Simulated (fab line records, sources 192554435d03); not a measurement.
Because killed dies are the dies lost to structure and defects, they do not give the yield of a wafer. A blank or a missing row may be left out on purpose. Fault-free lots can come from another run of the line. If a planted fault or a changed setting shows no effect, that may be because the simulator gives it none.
Comparing a struck lot with a sound one	flow n5Finfet	43 out of 1938 route steps
Sound: these wafers, L374.3, L374.4, L374.6. Struck: wafer L371.4. (L371.3, L371.5 of the same lot were not struck and are left out.) The cause comes at the end.
Order at every step that has rows: each side's tool, ch and its chambers, its first start. Under that, the readings that differ: sound wafers	struck wafers	difference of the means	sigmas: that difference in standard deviations of wafers without a fault.
alike: readings whose means differ by less than 2 such deviations, and words and numbers that are the same on both sides. not compared: withheld readings, readings that some wafer has no value for, bounds like >300 that may hide the same value, and numbers for which the record gives no deviation and whose values overlap.
Wherever a step has rows on one side only, a row that says differs or no value, or a row with sigmas, the two part there. Numbers that don't overlap but have no deviation are shown without sigmas and don't part them. A reading missing from all wafers of one side parts the sides only when that side holds two or more wafers.

first, 3 steps without rows for these wafers: N5_SD_EPI_P_STRIP_38 (strips in N2/H2); N5_SD_EPI_P_ETCHBACK_46 (etches SiNx in CH3F/O2, stops on SiO2, target depth 17.5 nm); N5_SD_EPI_P_ETCH_47 (etches SiOCN in CH3F/O2, target depth 25 nm).
N5_SD_EPI_P_ETCH_16: etches SiO2 in CHF3/O2, target depth 5 nm.
  sound on rieDiel-06 ch 0,1,2, day 6 17:45; struck on rieDiel-03 ch 1, day 5 23:56
  alike: drypumpMotorCurrentA, oesProductAu, rfVppV, showerheadPlenumPTorr, throttleValvePct
  not compared: rfHoursCounterH
then, 8 steps without rows for these wafers: N5_SD_EPI_P_STRIP_50 (strips in CHF3/O2); N5_SD_EPI_P_SD_RECESS_17 (chemistry HBr/Cl2/O2, target depth 39.1 nm, bt time 3 s); N5_SD_EPI_P_WET_ETCH_45 (etches SiO2 in dHF, time 10.7 s, target depth 2 nm, rinse time 30 s); N5_SD_EPI_P_STRIP_40 (strips in N2/H2); N5_SD_EPI_P_PRECLEAN_52 (cleans in O3/DIW, time 60 s); N5_SD_EPI_P_SRD_20 (time 30 s); N5_SD_EPI_P_PRECLEAN_51 (cleans in NF3:NH3, afs cycles 1, time 20 s, sublimation time 60 s); N5_SD_EPI_P_VAPOR_ETCH_44 (etches SiGe30 in NF3/Ar, time 3.3 s).
N5_SD_EPI_P_EPI_21: deposits SiGe:B, time 355 s.
  sound on epiRpcvd-03 ch 0, day 6 19:12; struck on epiRpcvd-04 ch 0, day 6 01:23
reading	sound	struck	difference	sigmas
epiGrowthTimeS (s)	355 355 355	637.92	+282.92	
model.SiGe-B_of_SD_EPI_P_EPI_21.thkNm (nm)	61.4 60.2 60.6	86.8	+26.1	
N5_SD_EPI_P_EPI_MEAS_23:
  sound on filmMetro-01 at day 6 20:42; struck on filmMetro-01 at day 6 02:52
reading	sound	struck	difference	sigmas
thkNm (nm)	61.1 61.2 60.3	85.6	+24.7	+21
then, 6 steps without rows for these wafers: N5_SD_EPI_P_HM_STRIP_48 (strips SiNx in H3PO4, material SiNx, target depth 3 nm); N5_SD_EPI_P_SRD_49 (time 30 s); N5_SD_EPI_P_PRECLEAN_24 (cleans in O3/DIW, time 45 s); N5_SD_EPI_P_PRECLEAN_32 (cleans in dHF, time 10 s); N5_SD_EPI_P_PRECLEAN_33 (cleans in SC2, time 45 s); N5_SD_EPI_P_SRD_25 (time 30 s).
N5_SD_EPI_P_INSPECT_26: inspects for defects (darkfield).
  sound on defectInspect-01 at day 6 20:52; struck on defectInspect-02 at day 6 03:03
  alike: rawDefectCount
then, 1 step without rows for these wafers: N5_SD_ACTIVATION_RTA_00 (time 0 s).
N5_SD_ACTIVATION_LSA_01: time 0.0008 s.
  sound on laserAnneal-01 ch 0, day 6 22:13; struck on laserAnneal-02 ch 0, day 6 03:29
  alike: wafer_temp_C_max
N5_SD_ACTIVATION_RS_MEAS_03: measures by four-point-probe.
  sound on filmMetro-01 at day 6 22:25; struck on filmMetro-01 at day 6 03:40
reading	sound	struck	difference	sigmas
RS_SD_P (ohm/sq)	55.7 56.9 55.9	39.8	-16.4	-17
  alike: RS_SD_N
N5_SD_ACTIVATION_INSPECT_02: inspects for defects (darkfield).
  sound on defectInspect-02 at day 6 22:41; struck on defectInspect-01 at day 6 03:57
  alike: rawDefectCount
then, 4 steps without rows for these wafers: N5_ILD0_LINER_00 (material SiNx, target thk 4 nm, pulse time 1 s, purge time 2 s); N5_ILD0_FCVD_FILL_01 (material SiO2 flowable, target thk 200 nm, time 328.3 s); N5_ILD0_CURE_02 (time 1800 s); N5_ILD0_CMP_03 (polishes, stops on SiNx, t overpolish 1.9 s, target thk 197.38 nm).
N5_ILD0_THK_MEAS_04:
  sound on filmMetro-01 at day 7 01:23; struck on filmMetro-02 at day 6 07:05
  alike: thkNm
N5_ILD0_CMP_07: polishes SiO2 flowable, stops on poly-Si, t overpolish 1.18 s, target thk 138.88 nm.
  sound on cmp-02 ch 0,2, day 7 01:25; struck on cmp-03 ch 1, day 6 07:09
reading	sound	struck	difference	sigmas
slurryFlowMlMin	150.4 150.7 150.5	149.5	-1.0	-2
  alike: motorCurrentA
  not compared: padLifeWafers
N5_ILD0_THK_MEAS_08:
  sound on filmMetro-01 at day 7 01:43; struck on filmMetro-02 at day 6 07:25
  alike: thkNm
then, 1 step without rows for these wafers: N5_ILD0_PRECLEAN_10 (cleans in NF3:NH3, afs cycles 5, time 20 s, sublimation time 60 s).
N5_ILD0_ALD_15: deposits SiNx, target thk 24 nm, pulse time 1 s, ald cycles 480.
  sound on aldSin-02 ch 0,1,3, day 7 02:26; struck on aldSin-02 ch 2, day 6 08:20
  alike: heaterPowerW, precursorPulseHeightRel
  not compared: sinceWetCleanH
N5_ILD0_CMP_12: polishes SiNx, stops on poly-Si, t overpolish 6 s, target thk 17.67 nm.
  sound on cmp-04 ch 0,1,2, day 7 04:38; struck on cmp-03 ch 0, day 6 10:32
reading	sound	struck	difference	sigmas
overpolishRunS (s)	5.994 6.003 5.980	6.014	+0.022	+2
  alike: motorCurrentA, slurryFlowMlMin, timeToEndpointS
  not compared: padLifeWafers
N5_ILD0_THK_MEAS_13:
  sound on filmMetro-01 at day 7 04:55; struck on filmMetro-01 at day 6 10:50
  alike: thkNm
N5_ILD0_INSPECT_06: inspects for defects (darkfield).
  sound on defectInspect-02 at day 7 04:57; struck on defectInspect-02 at day 6 10:52
  alike: rawDefectCount
then, 4 steps without rows for these wafers: N5_SDB_HM_DEP_00 (deposits SiNx from SiH4/NH3/N2, target thk 40 nm, time 35.3 s); N5_SDB_COAT_03 (time 60 s, resist thk 100 nm); N5_SDB_COAT_04 (time 60 s, resist thk 18 nm); N5_SDB_COAT_05 (resist thk 90 nm).
N5_MOL_CONTACT_COAG_ETCH_110: etches Si in CF4/O2, target depth 2.5 nm, time 8 s.
  sound on rieDiel-04 ch 0,1,2, day 8 05:09; struck on rieDiel-02 ch 0, day 7 09:29
reading	sound	struck	difference	sigmas
model.SiGe-B_of_SD_EPI_P_EPI_21.thkNm (nm)	58.6 57.4 57.8	82.8	+24.9	
  alike: cf4FlowSccm, drypumpMotorCurrentA, oesProductAu, rfVppV, showerheadPlenumPTorr, throttleValvePct
  not compared: rfHoursCounterH
-- a jump in the record: the struck wafers' starts before and after are 3 days apart (it breaks off in module MOL_CONTACT_COAG and resumes in module BEOL_M4, where the first step shown is number 1111 of the route) --
N5_BEOL_M4_RC_MEAS_101:
  sound on prober-01 ch 0, day 12 16:32; struck on prober-02 ch 0, day 10 21:20
reading	sound	struck	difference	sigmas
RS_SD_P (ohm/sq)	64.6 66.6 66.1	46.6	-19.2	-19
  alike: DIBL_N, DIBL_P, IOFF_N, IOFF_P, ION_N, ION_P, SS_N, SS_P, VT_N, VT_P

## WHERE THEY PART
Earliest at N5_SD_EPI_P_EPI_MEAS_23; latest, in this record, at N5_BEOL_M4_RC_MEAS_101.

WHY: whatever the simulator had introduced
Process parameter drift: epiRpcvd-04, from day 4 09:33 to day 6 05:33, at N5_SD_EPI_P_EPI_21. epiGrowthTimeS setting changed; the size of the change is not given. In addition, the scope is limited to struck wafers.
